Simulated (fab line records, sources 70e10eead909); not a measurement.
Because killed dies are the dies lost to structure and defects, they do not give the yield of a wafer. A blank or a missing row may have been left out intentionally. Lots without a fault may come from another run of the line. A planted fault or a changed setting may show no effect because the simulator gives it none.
A struck lot beside a sound one + flow nand_harc + 18 out of 1302 route steps
Sound: the wafers L530.1, L530.2, L530.3. Wafers struck: L534.2, L534.3, L534.6. The cause is named last.
Per side, at each step with rows, come the tool, then ch with its chambers, and then its first start. Under that, the readings that differ: sound wafers + struck wafers + difference of the means + sigmas: that difference in standard deviations of wafers without a fault.
alike: words and numbers the same on both sides, and readings whose means are apart by under 2 such deviations; not compared: readings that were withheld, readings missing a value for some wafer, numbers with overlapping values and no deviation given by the record, and bounds like >300 which may hide the same value.
The two part at a step that has a row with sigmas, a row that says differs or no value, or rows on one side only. Numbers that don't overlap but have no deviation are shown without sigmas and don't part them. A reading that every wafer of one side lacks parts them only if that side has two wafers or more.

first, 1 step without rows for these wafers: NHARC_P_BONDPAD_HARDBAKE_10 (time 65 s).
NHARC_P_BONDPAD_DESCUM_11: chemistry O2, time 3 s.
  sound on rie_diel-08 ch 0,1,2, day 11 15:44; struck on rie_diel-11 ch 0,1,2, day 13 12:30
  alike: drypump_motor_current_A, oes_product_au, rf_vpp_V, showerhead_plenum_p_Torr, throttle_valve_pct
  not compared: rf_hours_counter_h
then, 1 step without rows for these wafers: NHARC_P_BONDPAD_ETCH_37 (etches the open film in N2/H2, target depth 60 nm, overetch 18 nm, time 65.91 s).
NHARC_P_BONDPAD_ETCH_12: etches the open film in CHF3/O2, target depth 200 nm, time 100 s.
  sound: rie_diel-08 ch 1,2,3; struck: rie_diel-11 ch 0,1
  alike: drypump_motor_current_A, oes_product_au, rf_vpp_V, showerhead_plenum_p_Torr, throttle_valve_pct
  not compared: rf_hours_counter_h
NHARC_P_BONDPAD_CD_MEAS_13:
  sound: cd_sem-02 at day 11 16:04; struck: cd_sem-03 at day 13 12:48
  alike: cd_nm
then, 4 steps without rows for these wafers: NHARC_P_BONDPAD_STRIP_15 (strips in O2); NHARC_P_BONDPAD_ETCH_24 (etches the open film in CF4/N2, target depth 30 nm, time 72.99 s); NHARC_P_BONDPAD_STRIP_16 (strips in post etch residue remover, time 600 s); NHARC_P_BONDPAD_DEGAS_25 (time 60 s).
NHARC_P_BONDPAD_PRE_CLEAN_26: time 30 s.
  sound on pvd_sputter-01; struck on pvd_sputter-01
  alike: heater_power_w
then, 1 step without rows for these wafers: NHARC_P_BONDPAD_PVD_17 (deposits TaN, target thk 5 nm, time 8.06 s).
NHARC_P_BONDPAD_PVD_27: deposits Cu, target thk 30 nm, time 20.49 s.
  sound on pvd_sputter-01; struck on pvd_sputter-01
  alike: cathode_dc_power_W, throttle_valve_pct
NHARC_P_BONDPAD_ECD_18: material Cu, target thk 400 nm.
  sound on ecd_cu-01 ch 0,1, day 11 17:02; struck on ecd_cu-02 ch 0,1, day 13 13:53
  no value came back on the struck wafers for bath_heat_duty_pct (%), bath_temp_c (C); on the sound wafers bath_heat_duty_pct (%) reads 6.1 6.6 7.2
then, 1 step without rows for these wafers: NHARC_P_BONDPAD_ANNEAL_28 (time 90 s).
NHARC_P_BONDPAD_CMP_19: polishes, t overpolish 30 s, cu recess touch 16 s, target thk 160.81 nm.
  sound on cmp-01 ch 0,1,3, day 11 17:46; struck on cmp-01 ch 0,1,2, day 13 14:37
  alike: motor_current_A, overpolish_run_s
NHARC_P_BONDPAD_THK_MEAS_20: measures by xrf.
  sound: film_metro-01 at day 11 18:05; struck: film_metro-02 at day 13 14:53
| reading     | sound             | struck         | difference | sigmas      |
|-------------|-------------------|----------------|------------|-------------|
| thk_nm (nm) | 161.0 158.6 160.5 | 29.9 29.3 30.5 | -130.1     | -99 or more |
then, 1 step without rows for these wafers: NHARC_P_BONDPAD_SRD_21 (time 30 s, dry time 20 s).
-- jump in the record: it breaks off in module P_BONDPAD and resumes in module END (first step shown: number 1302 of the route), and 18 days separate the struck wafers' starts before and after --
NHARC_END_SORT_01:
  sound on prober-01 ch 0, day 29 09:42; struck on prober-01 ch 0, day 31 13:44
| reading                  | sound          | struck         | difference | sigmas      |
|--------------------------|----------------|----------------|------------|-------------|
| defect_limited_yield (%) | 92.9 93.4 92.5 | 0 0 0          | -93        | -34         |
| killed_at_periphery      | 0 3 2          | 639 640 643    | +639       | +99 or more |
| killed_dies              | 48 45 51       | 677 677 677    | +629       | +35         |
| sort_bin_2_pct (%)       | 1.8 3.0 2.5    | 97.0 96.8 97.3 | +94.6      | +79         |
| sort_n_pass              | 629 632 626    | 0 0 0          | -629       | -35         |
| sort_rim_yield_pct (%)   | 87 89 85       | 0 0 0          | -87        | -21         |
| sort_yield_pct (%)       | 92.9 93.4 92.5 | 0 0 0          | -93        | -34         |
  alike: killed_at_array, killed_at_other, killed_open, killed_short, sort_bin_3_pct, sort_bin_4_pct

WHERE THEY PART
At NHARC_P_BONDPAD_ECD_18 first; at NHARC_END_SORT_01 last (within this record only).

WHY: what had been put in by the simulator
Whole step skipped at NHARC_P_BONDPAD_ECD_18 on ecd_cu-02, starting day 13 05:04. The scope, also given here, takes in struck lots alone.
